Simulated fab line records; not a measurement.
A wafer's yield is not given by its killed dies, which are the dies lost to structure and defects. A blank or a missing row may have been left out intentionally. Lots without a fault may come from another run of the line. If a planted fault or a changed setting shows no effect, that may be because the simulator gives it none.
fab line records    flow nand-harc
record lots=14  wafers=42  last-day=32
route steps=1302 shown P_M1@316 P_M2@350 P_BONDPAD@352
lots that met no fault: taken from a fault-free run of the same line
start-h: hours from the record's opening day to when the first of the lot's shown wafers began    wait-h: hours since the lot's step before    " unchanged from the row above    L1.1+2: a single row standing in for several wafers    - value missing, or start not given    * or withheld: withheld    < > ~ a bound
route shown NAME@n: NAME is a module with steps in the file, n the number in the route of the first one    usual: mean and standard deviation over wafers with no fault    same: alike in all rows    chamber/n: place in a boat    sites: each site's reading    _std_site: standard deviation of those values    _edge_site: inner sites' mean taken away from outer sites' mean    radius-mm: for every site, how far away it sits from the centre of the wafer    mask NAME#n: copy n    behind: the last tool/chamber to shape the wafer    hold: the reason the lot was held/the length of the hold in hours/how it ended    device: names the non-switching transistor (n, p or np)    end of line: tests of these same wafers at the route's end    for a step that has no rows: nothing shown but its recipe    killed: count of dies lost to structure and defects at first sort (not the wafer's yield)    map: dies across one wafer; x = killed, . = not, _ = none there
set.NAME: setting as actually run; set.NAME@STEP: the setting as run at that earlier step    model.NAME: the simulator's own value behind a step, which no gauge read
a sample of lots followed through the steps of the route, with each step as a table and each wafer as a row
services: a tool's chamber out of use, with start hour (start-h, from the record's first day; less than 0 if before it), hours out, and reason
## steps
# step NHARC_P_M1_PRE_CLEAN_32
# recipe time-s=12  temp-c=370  rf-power-w=300  gas=NH3
# usual heater-power-w=630/79
lot.wafer  tool      chamber  start-h  wait-h  heater-power-w
L934.1     pecvd-03  2        131.76   0.2     732
L934.2     "         1        "        "       508
L934.5     "         1        "        "       504
L936.2     pecvd-03  0        147.95   0.1     549
L936.6     "         1        "        "       541
L936.5     "         0        "        "       579
L937.2     pecvd-01  0        154.11   0.1     660
L937.1     "         1        "        "       646
L937.4     "         2        "        "       721
L938.3     pecvd-02  1        169.70   0.1     721
L938.6     "         0        "        "       670
L938.4     "         1        "        "       740
L939.1     pecvd-02  2        182.81   0.1     675
L939.2     "         0        "        "       581
L939.6     "         2        "        "       674
L944.3     pecvd-03  0        225.07   0.1     618
L944.2     "         2        "        "       658
L944.4     "         1        "        "       538
L943.2     pecvd-03  0        225.93   0.1     596
L943.5     "         0        "        "       592
L943.4     "         1        "        "       565
L949.3     pecvd-01  1        275.94   0.1     599
L949.5     "         0        "        "       686
L949.4     "         2        "        "       698
L950.1     pecvd-01  2        286.90   0.1     675
L950.4     "         0        "        "       611
L950.6     "         1        "        "       629
L951.3     pecvd-02  0        292.41   0.1     654
L951.5     "         1        "        "       766
L951.6     "         0        "        "       638
L952.1     pecvd-03  2        308.77   0.1     626
L952.5     "         2        "        "       623
L952.6     "         0        "        "       594
L953.3     pecvd-03  2        318.46   0.1     647
L953.2     "         0        "        "       611
L953.6     "         1        "        "       538
L955.3     pecvd-03  2        335.12   0.1     687
L955.2     "         1        "        "       580
L955.6     "         2        "        "       691
L956.3     pecvd-03  0        349.15   0.1     557
L956.1     "         1        "        "       556
L956.6     "         2        "        "       629
# step NHARC_P_M2_DEP_33
# recipe target-thk-a=300  temp-c=370  target-thk-nm=30  pressure-torr=3  flow-sccm=200  rf-w=450  material=SiCN
# usual chamber-pressure-Torr=3.000/0.0062  heater-power-outer-w=324/57  heater-power-w=590/80
lot.wafer  tool      chamber  start-h  wait-h  chamber-pressure-Torr  heater-power-outer-w  heater-power-w
L934.2     pecvd-02  0        136.02   0.1     2.998                  274                   552
L934.1     "         1        "        "       2.993                  376                   677
L934.5     "         0        "        "       2.993                  271                   560
L936.2     pecvd-02  2        152.25   0.1     3.004                  352                   551
L936.5     "         2        "        "       3.000                  347                   584
L936.6     "         0        "        "       3.002                  340                   635
L937.1     pecvd-03  0        158.43   0.1     2.990                  308                   546
L937.2     "         1        "        "       3.009                  236                   437
L937.4     "         1        "        "       3.004                  237                   434
L938.3     pecvd-03  2        173.80   0.1     2.997                  319                   631
L938.6     "         1        "        "       3.005                  232                   441
L938.4     "         0        "        "       2.993                  326                   594
L939.1     pecvd-02  0        186.96   0.1     2.993                  340                   643
L939.2     "         2        "        "       2.996                  314                   523
L939.6     "         2        "        "       2.993                  316                   526
L944.3     pecvd-03  2        229.97   0.1     -                      -                     -
L944.2     "         0        "        "       -                      -                     -
L944.4     "         1        "        "       -                      -                     -
L943.2     pecvd-03  0        230.27   0.1     -                      -                     -
L943.5     "         1        "        "       -                      -                     -
L943.4     "         2        "        "       -                      -                     -
L949.3     pecvd-03  0        280.25   0.1     2.989                  284                   549
L949.4     "         2        "        "       3.004                  323                   636
L949.5     "         0        "        "       2.992                  286                   547
L950.1     pecvd-03  2        291.15   0.1     2.999                  276                   564
L950.4     "         0        "        "       3.005                  295                   555
L950.6     "         1        "        "       3.005                  246                   475
L951.3     pecvd-01  1        296.80   0.1     3.011                  347                   548
L951.5     "         1        "        "       3.002                  347                   547
L951.6     "         0        "        "       2.998                  348                   612
L952.1     pecvd-03  0        313.27   0.1     3.000                  303                   566
L952.5     "         0        "        "       3.002                  304                   557
L952.6     "         1        "        "       2.984                  231                   455
L953.2     pecvd-02  0        323.02   0.1     2.998                  336                   639
L953.3     "         1        "        "       3.000                  461                   763
L953.6     "         1        "        "       3.000                  452                   771
L955.3     pecvd-03  0        339.57   0.1     3.004                  290                   555
L955.2     "         1        "        "       3.001                  278                   525
L955.6     "         2        "        "       3.000                  323                   647
L956.3     pecvd-01  2        353.84   0.1     3.001                  318                   593
L956.1     "         0        "        "       2.996                  370                   652
L956.6     "         2        "        "       2.998                  322                   587
# step NHARC_P_BONDPAD_CMP_32
# recipe target-thk-nm=200  material=SiCN
# usual motor-current-A=11.6/1.3
lot.wafer  tool    chamber  start-h  wait-h  motor-current-A
L934.1     cmp-04  1        136.79   -       12.0
L934.2     "       2        "        "       11.8
L934.5     "       2        "        "       11.9
L936.2     cmp-04  0        153.07   -       10.9
L936.5     "       2        "        "       11.2
L936.6     "       3        "        "       9.9
L937.2     cmp-03  3        159.21   -       13.3
L937.4     "       1        "        "       11.6
L937.1     "       2        "        "       10.9
L938.3     cmp-02  3        174.63   -       14.7
L938.4     "       0        "        "       10.3
L938.6     "       2        "        "       10.9
L939.1     cmp-03  1        187.76   -       10.9
L939.2     "       3        "        "       12.4
L939.6     "       2        "        "       11.3
L944.4     cmp-04  1        230.94   -       12.1
L944.3     "       2        "        "       11.5
L944.2     "       3        "        "       9.7
L943.4     cmp-02  3        231.09   -       14.7
L943.2     "       0        "        "       10.1
L943.5     "       2        "        "       10.7
L949.3     cmp-04  2        281.09   -       11.8
L949.4     "       3        "        "       9.9
L949.5     "       2        "        "       11.5
L950.4     cmp-02  1        291.97   -       12.7
L950.1     "       0        "        "       9.5
L950.6     "       2        "        "       11.2
L951.3     cmp-04  2        297.66   -       11.4
L951.6     "       0        "        "       11.1
L951.5     "       1        "        "       13.3
L952.1     cmp-04  2        314.03   -       11.3
L952.6     "       2        "        "       11.5
L952.5     "       3        "        "       10.1
L953.3     cmp-03  3        323.90   -       11.8
L953.2     "       0        "        "       10.7
L953.6     "       3        "        "       13.5
L955.2     cmp-02  1        340.37   -       12.6
L955.3     "       2        "        "       11.2
L955.6     "       1        "        "       12.3
L956.1     cmp-02  3        355.21   0.9     15.0
L956.3     "       0        "        "       10.5
L956.6     "       2        "        "       11.0
# step NHARC_P_BONDPAD_OVL_MEAS_38
# usual overlay-x-nm=0/5.9  overlay-y-nm=-1/4.9
lot.wafer  tool        chamber  start-h  wait-h  overlay-x-nm  overlay-y-nm
L934.1     overlay-02  -        137.69   -       4             -8
L934.2     "           -        "        "       5             -8
L934.5     "           -        "        "       4             -8
L936.2     overlay-02  -        153.95   -       0             2
L936.5     "           -        "        "       0             2
L936.6     "           -        "        "       0             2
L937.1     overlay-02  -        160.11   -       6             -11
L937.2     "           -        "        "       6             -11
L937.4     "           -        "        "       6             -11
L938.3     overlay-01  -        175.49   -       -3            -3
L938.4     "           -        "        "       -3            -3
L938.6     "           -        "        "       -3            -3
L939.1     overlay-01  -        188.67   -       -4            -1
L939.2     "           -        "        "       -4            -1
L939.6     "           -        "        "       -4            -1
L944.2     overlay-02  -        231.84   -       2             5
L944.3     "           -        "        "       1             5
L944.4     "           -        "        "       1             5
L943.2     overlay-01  -        232.00   -       -11           5
L943.4     "           -        "        "       -11           5
L943.5     "           -        "        "       -11           5
L949.3     overlay-02  -        282.01   -       4             -6
L949.4     "           -        "        "       4             -6
L949.5     "           -        "        "       4             -6
L950.1     overlay-02  -        292.75   -       5             -9
L950.4     "           -        "        "       6             -9
L950.6     "           -        "        "       6             -9
L951.3     overlay-01  -        298.54   -       -2            -2
L951.5     "           -        "        "       -3            -3
L951.6     "           -        "        "       -3            -2
L952.1     overlay-02  -        314.93   -       3             0
L952.5     "           -        "        "       4             0
L952.6     "           -        "        "       3             0
L953.2     overlay-02  -        324.81   -       -11           0
L953.3     "           -        "        "       -10           1
L953.6     "           -        "        "       -10           0
L955.2     overlay-01  -        341.30   -       5             2
L955.3     "           -        "        "       4             2
L955.6     "           -        "        "       5             2
L956.1     overlay-01  -        356.08   -       3             2
L956.3     "           -        "        "       2             2
L956.6     "           -        "        "       3             2
## services
tool      chamber  start-h  hours  kind
cmp-04    -        111.00   4.0    pm
pecvd-01  -        113.22   1.3    repair
cmp-02    -        129.20   0.6    repair
pecvd-01  -        130.08   13.0   pm
cmp-02    -        134.55   4.0    pm
cmp-02    -        143.89   4.2    repair
pecvd-03  1        158.90   13.6   repair
cmp-03    -        162.00   4.0    pm
pecvd-03  -        177.07   1.3    repair
pecvd-01  1        181.38   3.8    repair
pecvd-01  -        182.49   1.7    repair
pecvd-03  -        185.00   13.0   pm
cmp-02    -        200.60   12.3   repair
cmp-04    -        209.00   4.0    pm
pecvd-02  -        227.33   13.0   pm
cmp-03    -        230.18   1.7    repair
cmp-02    -        232.70   4.0    pm
cmp-03    -        241.71   1.2    repair
pecvd-02  2        260.19   131.5  repair
cmp-04    -        307.00   4.0    pm
pecvd-01  -        311.08   13.0   pm
cmp-02    -        314.10   0.7    repair
cmp-02    -        330.70   4.0    pm
pecvd-02  1        352.32   23.3   repair
## key
first-sign step=NHARC_P_M2_DEP_33  reading=tool-record  direction=missing
effect none on later readings
met-at NHARC_P_M2_DEP_33
struck-lots L943,L944
sort-left-out L943.2,L943.4,L943.5,L944.2,L944.3,L944.4
not-acting-at NHARC_P_M1_PRE_CLEAN_32,NHARC_P_BONDPAD_CMP_32,NHARC_P_BONDPAD_OVL_MEAS_38
onset-between 173.80 229.97
fault kind=skipped-step-whole  tool=pecvd-03  chamber=-  onset-h=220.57  steps=NHARC_P_M2_DEP_33  scope=struck-lots-only
# sort-left-out: the simulated sort isn't trusted on such a fault, so these wafers' sort isn't shown, and their yield isn't known
